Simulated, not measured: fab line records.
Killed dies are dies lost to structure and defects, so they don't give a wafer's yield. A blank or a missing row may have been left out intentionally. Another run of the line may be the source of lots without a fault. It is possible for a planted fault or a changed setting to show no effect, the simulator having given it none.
Lot-split experiment || flow n5 finfet || 21 wafers read from 7 lots, route of 1938 steps

== THE SPLIT ITSELF ==
At N5_BEOL_M4_DESCUM_33 (chemistry O2, time 7 s), the setting time s was moved away from the recipe's 7 s on 6 of the 21 wafers read, by -15.7% to +10.2%. This setting was run at the recipe's value on the other wafers.

== FROM THE SPLIT TO THE READING: what the file shows between them, 3 steps ==
- N5_BEOL_M4_ETCH_77: etches underlayer in N2/H2, target depth 6.5 nm, time 5.2 s
- N5_BEOL_M4_ETCH_69: etches SiARC in CF4, target depth 15.6 nm, time 26 s
- N5_BEOL_M4_ALD_98: deposits SiO2, target thk 2.5 nm, pulse time 1 s, co reactant pulse time 1 s

== THE READING ==
CAR-EUV_of_BEOL_M4_COAT_22.thk nm (the simulator's own value, which no gauge read), in nm, at N5_BEOL_M4_ETCHBACK_99 (etches SiO2 in CHF3, target depth 5 nm, time 10.4 s). There is no usual value for it anywhere in the file. Across the 15 wafers here that went through the recipe, the average is 10.4 nm and the standard deviation 0.1 nm.

{"wafer": "L080.1", "tool, chamber at the split": "rie diel-05, 1", "time s as run, s": 7, "against the recipe": "recipe", "CAR-EUV_of_BEOL_M4_COAT_22.thk nm, nm": 10.2, "against lot-mates on the recipe": "-"}
{"wafer": "L080.3", "tool, chamber at the split": "rie diel-05, 2", "time s as run, s": 7.62, "against the recipe": "+8.9%", "CAR-EUV_of_BEOL_M4_COAT_22.thk nm, nm": 10, "against lot-mates on the recipe": -0.2}
{"wafer": "L080.5", "tool, chamber at the split": "rie diel-05, 3", "time s as run, s": 7.62, "against the recipe": "+8.9%", "CAR-EUV_of_BEOL_M4_COAT_22.thk nm, nm": 10, "against lot-mates on the recipe": -0.2}
{"wafer": "L083.4", "tool, chamber at the split": "rie diel-01, 1,3,0", "time s as run, s": 7, "against the recipe": "recipe", "CAR-EUV_of_BEOL_M4_COAT_22.thk nm, nm": 10.4, "against lot-mates on the recipe": "-"}
{"wafer": "L083.5", "tool, chamber at the split": "rie diel-01, 1,3,0", "time s as run, s": 7, "against the recipe": "recipe", "CAR-EUV_of_BEOL_M4_COAT_22.thk nm, nm": 10.4, "against lot-mates on the recipe": "-"}
{"wafer": "L083.6", "tool, chamber at the split": "rie diel-01, 1,3,0", "time s as run, s": 7, "against the recipe": "recipe", "CAR-EUV_of_BEOL_M4_COAT_22.thk nm, nm": 10.4, "against lot-mates on the recipe": "-"}
{"wafer": "L086.4", "tool, chamber at the split": "rie diel-01, 1", "time s as run, s": 6.286, "against the recipe": "-10.2%", "CAR-EUV_of_BEOL_M4_COAT_22.thk nm, nm": 10.8, "against lot-mates on the recipe": "+0.5"}
{"wafer": "L086.5", "tool, chamber at the split": "rie diel-01, 1,0", "time s as run, s": 7, "against the recipe": "recipe", "CAR-EUV_of_BEOL_M4_COAT_22.thk nm, nm": 10.4, "against lot-mates on the recipe": "-"}
{"wafer": "L086.6", "tool, chamber at the split": "rie diel-01, 1,0", "time s as run, s": 7, "against the recipe": "recipe", "CAR-EUV_of_BEOL_M4_COAT_22.thk nm, nm": 10.2, "against lot-mates on the recipe": "-"}
{"wafer": "L090.2", "tool, chamber at the split": "rie diel-05, 0", "time s as run, s": 5.898, "against the recipe": "-15.7%", "CAR-EUV_of_BEOL_M4_COAT_22.thk nm, nm": 11, "against lot-mates on the recipe": "+0.5"}
{"wafer": "L090.3", "tool, chamber at the split": "rie diel-05, 3", "time s as run, s": 7, "against the recipe": "recipe", "CAR-EUV_of_BEOL_M4_COAT_22.thk nm, nm": 10.6, "against lot-mates on the recipe": "-"}
{"wafer": "L090.4", "tool, chamber at the split": "rie diel-05, 1", "time s as run, s": 7, "against the recipe": "recipe", "CAR-EUV_of_BEOL_M4_COAT_22.thk nm, nm": 10.4, "against lot-mates on the recipe": "-"}
{"wafer": "L093.1", "tool, chamber at the split": "rie diel-01, 3,0,2", "time s as run, s": 7, "against the recipe": "recipe", "CAR-EUV_of_BEOL_M4_COAT_22.thk nm, nm": 10.4, "against lot-mates on the recipe": "-"}
{"wafer": "L093.2", "tool, chamber at the split": "rie diel-01, 3,0,2", "time s as run, s": 7, "against the recipe": "recipe", "CAR-EUV_of_BEOL_M4_COAT_22.thk nm, nm": 10.4, "against lot-mates on the recipe": "-"}
{"wafer": "L093.5", "tool, chamber at the split": "rie diel-01, 3,0,2", "time s as run, s": 7, "against the recipe": "recipe", "CAR-EUV_of_BEOL_M4_COAT_22.thk nm, nm": 10.4, "against lot-mates on the recipe": "-"}
{"wafer": "L096.1", "tool, chamber at the split": "rie diel-05, 1", "time s as run, s": 7, "against the recipe": "recipe", "CAR-EUV_of_BEOL_M4_COAT_22.thk nm, nm": 10.4, "against lot-mates on the recipe": "-"}
{"wafer": "L096.2", "tool, chamber at the split": "rie diel-05, 0", "time s as run, s": 7.579, "against the recipe": "+8.3%", "CAR-EUV_of_BEOL_M4_COAT_22.thk nm, nm": 9.8, "against lot-mates on the recipe": -0.5}
{"wafer": "L096.3", "tool, chamber at the split": "rie diel-05, 2", "time s as run, s": 7, "against the recipe": "recipe", "CAR-EUV_of_BEOL_M4_COAT_22.thk nm, nm": 10.2, "against lot-mates on the recipe": "-"}
{"wafer": "L097.3", "tool, chamber at the split": "rie diel-05, 3,0", "time s as run, s": 7, "against the recipe": "recipe", "CAR-EUV_of_BEOL_M4_COAT_22.thk nm, nm": 10.4, "against lot-mates on the recipe": "-"}
{"wafer": "L097.4", "tool, chamber at the split": "rie diel-05, 3,0", "time s as run, s": 7, "against the recipe": "recipe", "CAR-EUV_of_BEOL_M4_COAT_22.thk nm, nm": 10.4, "against lot-mates on the recipe": "-"}
{"wafer": "L097.5", "tool, chamber at the split": "rie diel-05, 1", "time s as run, s": 7.717, "against the recipe": "+10.2%", "CAR-EUV_of_BEOL_M4_COAT_22.thk nm, nm": 10, "against lot-mates on the recipe": -0.4}
When a row names more than one chamber, that row covers several wafers, and the file does not tell which wafer ran in which chamber.

FIT RESULTS
A straight line over all 21 wafers: CAR-EUV_of_BEOL_M4_COAT_22.thk nm changes by -0.043 nm for each +1% of time s; r = -0.93; the points scatter about the line by 0.1 nm.
The same after taking each lot's own level away (the mean of its wafers on the recipe; 21 wafers): -0.0363 nm for each +1%; r = -0.92; scatter 0.089 nm.
The reading moves by 0.57 nm for the largest change in time s, on that fit.
From 10.20 to 10.50 nm: that is the span of the lots' own levels, equal to 3.0 times the standard deviation above.
Thus the slope moves with the lot-to-lot level: the two fits are different.
Check: for one of the wafers moved furthest among these (-15.7%), held out of the fit, the line's prediction against its lot-mates is +0.634 nm. Against them it came out at +0.5 nm.

== THESE WAFERS: OTHER SPLITS ==
These wafers also went through other splits before the reading. Each is held against what the fit with the lots' levels taken away leaves over:
{"other split on the same wafers": "N5_BEOL_M2_COAT_22 spin rpm", "wafers away from the commonest value": 5, "r with CAR-EUV_of_BEOL_M4_COAT_22.thk nm (lot level and that fit taken away)": "+0.01"}
{"other split on the same wafers": "N5_BEOL_M2_EXPOSE_25 dose mj", "wafers away from the commonest value": 4, "r with CAR-EUV_of_BEOL_M4_COAT_22.thk nm (lot level and that fit taken away)": -0.03}
{"other split on the same wafers": "N5_BEOL_M3_COAT_05 spin rpm", "wafers away from the commonest value": 8, "r with CAR-EUV_of_BEOL_M4_COAT_22.thk nm (lot level and that fit taken away)": "+0.38"}
{"other split on the same wafers": "N5_BEOL_M3_EXPOSE_25 dose mj", "wafers away from the commonest value": 6, "r with CAR-EUV_of_BEOL_M4_COAT_22.thk nm (lot level and that fit taken away)": -0.39}
{"other split on the same wafers": "N5_BEOL_M3_ETCH_70 bias w", "wafers away from the commonest value": 2, "r with CAR-EUV_of_BEOL_M4_COAT_22.thk nm (lot level and that fit taken away)": -0.21}
{"other split on the same wafers": "N5_BEOL_M4_COAT_67 spin rpm", "wafers away from the commonest value": 8, "r with CAR-EUV_of_BEOL_M4_COAT_22.thk nm (lot level and that fit taken away)": -0.02}

== THE WHOLE CHAIN: every reading that the file lists as answering this split, in the file's order ==
{"step": "N5_BEOL_M4_DESCUM_33", "what it does": "chemistry O2, time 7 s", "reading": "CAR-EUV_of_BEOL_M4_COAT_22.thk nm (the simulator's own value, which no gauge read)", "change (the file's fit)": "-0.0374 nm for each +1% of the setting", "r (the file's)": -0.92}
{"step": "N5_BEOL_M4_ETCH_77", "what it does": "etches underlayer in N2/H2, target depth 6.5 nm, time 5.2 s", "reading": "CAR-EUV_of_BEOL_M4_COAT_22.thk nm (the simulator's own value, which no gauge read)", "change (the file's fit)": "-0.0408 nm for each +1% of the setting", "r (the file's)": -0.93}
{"step": "N5_BEOL_M4_ETCH_69", "what it does": "etches SiARC in CF4, target depth 15.6 nm, time 26 s", "reading": "CAR-EUV_of_BEOL_M4_COAT_22.thk nm (the simulator's own value, which no gauge read)", "change (the file's fit)": "-0.0421 nm for each +1% of the setting", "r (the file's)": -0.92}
{"step": "N5_BEOL_M4_ETCHBACK_99", "what it does": "etches SiO2 in CHF3, target depth 5 nm, time 10.4 s", "reading": "CAR-EUV_of_BEOL_M4_COAT_22.thk nm (the simulator's own value, which no gauge read)", "change (the file's fit)": "-0.0381 nm for each +1% of the setting", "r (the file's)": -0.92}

== FILE'S OWN FIT ==
CAR-EUV_of_BEOL_M4_COAT_22.thk nm changes by -0.0381 nm for each +1% of time s, r = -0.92.
